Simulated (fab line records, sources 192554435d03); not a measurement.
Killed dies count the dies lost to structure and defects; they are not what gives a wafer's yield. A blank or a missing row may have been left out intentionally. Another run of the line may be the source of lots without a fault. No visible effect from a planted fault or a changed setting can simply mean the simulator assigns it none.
Split-lot study / flow n5-finfet / 21 wafers read from 7 lots, route of 1938 steps

## THE SPLIT ITSELF
At N5_BEOL_M2_EXPOSE_08 (exposes mask M2), the setting dose-mj was moved away from the recipe's 41.25 on 9 of the 21 wafers read, by -4.2% to +1.9%. All remaining wafers had this setting at the recipe value.

## FROM THE SPLIT TO THE READING: what the file shows between them, 5 steps
- N5_BEOL_M2_PEB_09: peb time 60 s
- N5_BEOL_M2_DEVELOP_10: develop time 30 s
- N5_BEOL_M2_DESCUM_16: chemistry O2, time 7 s
- N5_BEOL_M2_ETCH_74: etches underlayer in N2/H2, target depth 6.5 nm, time 5.2 s
- N5_BEOL_M2_ETCH_63: etches SiARC in CF4, target depth 15.6 nm, time 26 s

## THE READING
BEOL_M2.cd-offset-nm (the simulator's own value, which no gauge read), in nm, at N5_BEOL_M2_ETCH_64 (etches SOC in N2/H2, target depth 75 nm, overetch 22.5 nm, time 121.9 s). The file gives no usual value for it. Average -0.2 nm, standard deviation 0.18 nm, over the 12 wafers here run with the recipe.

wafer=L080.1; tool, chamber at the split=euv-scanner-02, 0; dose-mj as run=39.51; against the recipe=-4.2%; BEOL_M2.cd-offset-nm, nm=-0.8; against lot-mates on the recipe=-0.4
wafer=L080.2; tool, chamber at the split=euv-scanner-02, 0; dose-mj as run=41.25; against the recipe=recipe; BEOL_M2.cd-offset-nm, nm=-0.4; against lot-mates on the recipe=-
wafer=L080.6; tool, chamber at the split=euv-scanner-02, 0; dose-mj as run=39.51; against the recipe=-4.2%; BEOL_M2.cd-offset-nm, nm=-1.2; against lot-mates on the recipe=-0.8
wafer=L081.2; tool, chamber at the split=euv-scanner-02, 0; dose-mj as run=40.29; against the recipe=-2.3%; BEOL_M2.cd-offset-nm, nm=-0.2; against lot-mates on the recipe=no lot-mate on the recipe
wafer=L081.5; tool, chamber at the split=euv-scanner-02, 0; dose-mj as run=40.29; against the recipe=-2.3%; BEOL_M2.cd-offset-nm, nm=-0.2; against lot-mates on the recipe=no lot-mate on the recipe
wafer=L081.6; tool, chamber at the split=euv-scanner-02, 0; dose-mj as run=40.29; against the recipe=-2.3%; BEOL_M2.cd-offset-nm, nm=-0.2; against lot-mates on the recipe=no lot-mate on the recipe
wafer=L083.1; tool, chamber at the split=euv-scanner-01, 0; dose-mj as run=41.25; against the recipe=recipe; BEOL_M2.cd-offset-nm, nm=-0.4; against lot-mates on the recipe=-
wafer=L083.2; tool, chamber at the split=euv-scanner-01, 0; dose-mj as run=41.25; against the recipe=recipe; BEOL_M2.cd-offset-nm, nm=-0.2; against lot-mates on the recipe=-
wafer=L083.6; tool, chamber at the split=euv-scanner-01, 0; dose-mj as run=41.25; against the recipe=recipe; BEOL_M2.cd-offset-nm, nm=-0.2; against lot-mates on the recipe=-
wafer=L087.2; tool, chamber at the split=euv-scanner-02, 0; dose-mj as run=41.25; against the recipe=recipe; BEOL_M2.cd-offset-nm, nm=0.2; against lot-mates on the recipe=-
wafer=L087.5; tool, chamber at the split=euv-scanner-02, 0; dose-mj as run=41.25; against the recipe=recipe; BEOL_M2.cd-offset-nm, nm=0; against lot-mates on the recipe=-
wafer=L087.6; tool, chamber at the split=euv-scanner-02, 0; dose-mj as run=41.25; against the recipe=recipe; BEOL_M2.cd-offset-nm, nm=0; against lot-mates on the recipe=-
wafer=L089.1; tool, chamber at the split=euv-scanner-02, 0; dose-mj as run=42.04; against the recipe=+1.9%; BEOL_M2.cd-offset-nm, nm=0.2; against lot-mates on the recipe=+0.4
wafer=L089.3; tool, chamber at the split=euv-scanner-02, 0; dose-mj as run=42.04; against the recipe=+1.9%; BEOL_M2.cd-offset-nm, nm=0; against lot-mates on the recipe=+0.2
wafer=L089.4; tool, chamber at the split=euv-scanner-02, 0; dose-mj as run=41.25; against the recipe=recipe; BEOL_M2.cd-offset-nm, nm=-0.2; against lot-mates on the recipe=-
wafer=L092.1; tool, chamber at the split=euv-scanner-01, 0; dose-mj as run=41.25; against the recipe=recipe; BEOL_M2.cd-offset-nm, nm=-0.4; against lot-mates on the recipe=-
wafer=L092.3; tool, chamber at the split=euv-scanner-01, 0; dose-mj as run=41.25; against the recipe=recipe; BEOL_M2.cd-offset-nm, nm=-0.2; against lot-mates on the recipe=-
wafer=L092.5; tool, chamber at the split=euv-scanner-01, 0; dose-mj as run=41.25; against the recipe=recipe; BEOL_M2.cd-offset-nm, nm=-0.2; against lot-mates on the recipe=-
wafer=L096.1; tool, chamber at the split=euv-scanner-01, 0; dose-mj as run=41.25; against the recipe=recipe; BEOL_M2.cd-offset-nm, nm=0; against lot-mates on the recipe=-
wafer=L096.3; tool, chamber at the split=euv-scanner-01, 0; dose-mj as run=39.85; against the recipe=-3.4%; BEOL_M2.cd-offset-nm, nm=-0.8; against lot-mates on the recipe=-0.8
wafer=L096.6; tool, chamber at the split=euv-scanner-01, 0; dose-mj as run=39.85; against the recipe=-3.4%; BEOL_M2.cd-offset-nm, nm=-0.6; against lot-mates on the recipe=-0.6

FIT RESULTS
A straight line over all 21 wafers: BEOL_M2.cd-offset-nm changes by +0.15 nm for each +1% of dose-mj; r = +0.79; the points scatter about the line by 0.22 nm.
The same after taking each lot's own level away (the mean of its wafers on the recipe; 18 wafers): +0.165 nm for each +1%; r = +0.93; scatter 0.13 nm.
Per that fit: largest dose-mj move, reading shift of 0.7 nm.
The lots' own levels span -0.40 to 0.07 nm, that is 2.6 times the standard deviation above.
So the lot-to-lot level blurs the effect unless lot-mates are compared.
Check: for one of the wafers moved furthest among these (-4.2%), held out of the fit, the line's prediction against its lot-mates is -0.817 nm. It came out at -0.4 nm against them.

## OTHER SPLITS APPLIED TO THESE WAFERS
Note: prior to the reading, these wafers also went through further splits. Each is held against what the fit with the lots' levels taken away leaves over:
other split on the same wafers=N5_HKMG_FIN_COAT_42 spin-rpm; wafers away from the commonest value=8; r with BEOL_M2.cd-offset-nm (lot level and that fit taken away)=-0.13
other split on the same wafers=N5_HKMG_FIN_ETCH_55 time-s; wafers away from the commonest value=9; r with BEOL_M2.cd-offset-nm (lot level and that fit taken away)=+0.06
other split on the same wafers=N5_GATE_CUT_ALD_22 ald-cycles; wafers away from the commonest value=8; r with BEOL_M2.cd-offset-nm (lot level and that fit taken away)=+0.25
other split on the same wafers=N5_MOL_CONTACT_COAG_CONTACT_ETCH_14 source-w; wafers away from the commonest value=6; r with BEOL_M2.cd-offset-nm (lot level and that fit taken away)=+0.39
other split on the same wafers=N5_MOL_CONTACT_COAG_ETCH_91 source-w; wafers away from the commonest value=8; r with BEOL_M2.cd-offset-nm (lot level and that fit taken away)=+0.31
other split on the same wafers=N5_MOL_CONTACT_COAG_ETCHBACK_135 time-s; wafers away from the commonest value=5; r with BEOL_M2.cd-offset-nm (lot level and that fit taken away)=-0.33
other split on the same wafers=N5_BEOL_M0_SAQP_EXPOSE_11 dose-mj; wafers away from the commonest value=11; r with BEOL_M2.cd-offset-nm (lot level and that fit taken away)=-0.04
other split on the same wafers=N5_BEOL_M0_SAQP_DEVELOP_13 develop-time-s; wafers away from the commonest value=9; r with BEOL_M2.cd-offset-nm (lot level and that fit taken away)=+0.04
other split on the same wafers=N5_BEOL_M1_ETCH_64 source-w; wafers away from the commonest value=5; r with BEOL_M2.cd-offset-nm (lot level and that fit taken away)=+0.18
other split on the same wafers=N5_BEOL_M2_COAT_62 spin-rpm; wafers away from the commonest value=6; r with BEOL_M2.cd-offset-nm (lot level and that fit taken away)=+0.08

## THE WHOLE CHAIN: every reading that the file lists as answering this split, in the file's order
step=N5_BEOL_M2_ETCH_74; what it does=etches underlayer in N2/H2, target depth 6.5 nm, time 5.2 s; reading=BEOL_M2.cd-offset-nm (the simulator's own value, which no gauge read); change (the file's fit)=+0.211 nm for each +1% of the setting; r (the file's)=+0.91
step=N5_BEOL_M2_ETCH_63; what it does=etches SiARC in CF4, target depth 15.6 nm, time 26 s; reading=BEOL_M2.cd-offset-nm (the simulator's own value, which no gauge read); change (the file's fit)=+0.188 nm for each +1% of the setting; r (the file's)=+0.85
step=N5_BEOL_M2_ETCH_64; what it does=etches SOC in N2/H2, target depth 75 nm, overetch 22.5 nm, time 121.9 s; reading=BEOL_M2.cd-offset-nm (the simulator's own value, which no gauge read); change (the file's fit)=+0.166 nm for each +1% of the setting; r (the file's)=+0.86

## THE FILE'S OWN FIT
BEOL_M2.cd-offset-nm changes by +0.166 nm for each +1% of dose-mj, r = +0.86.
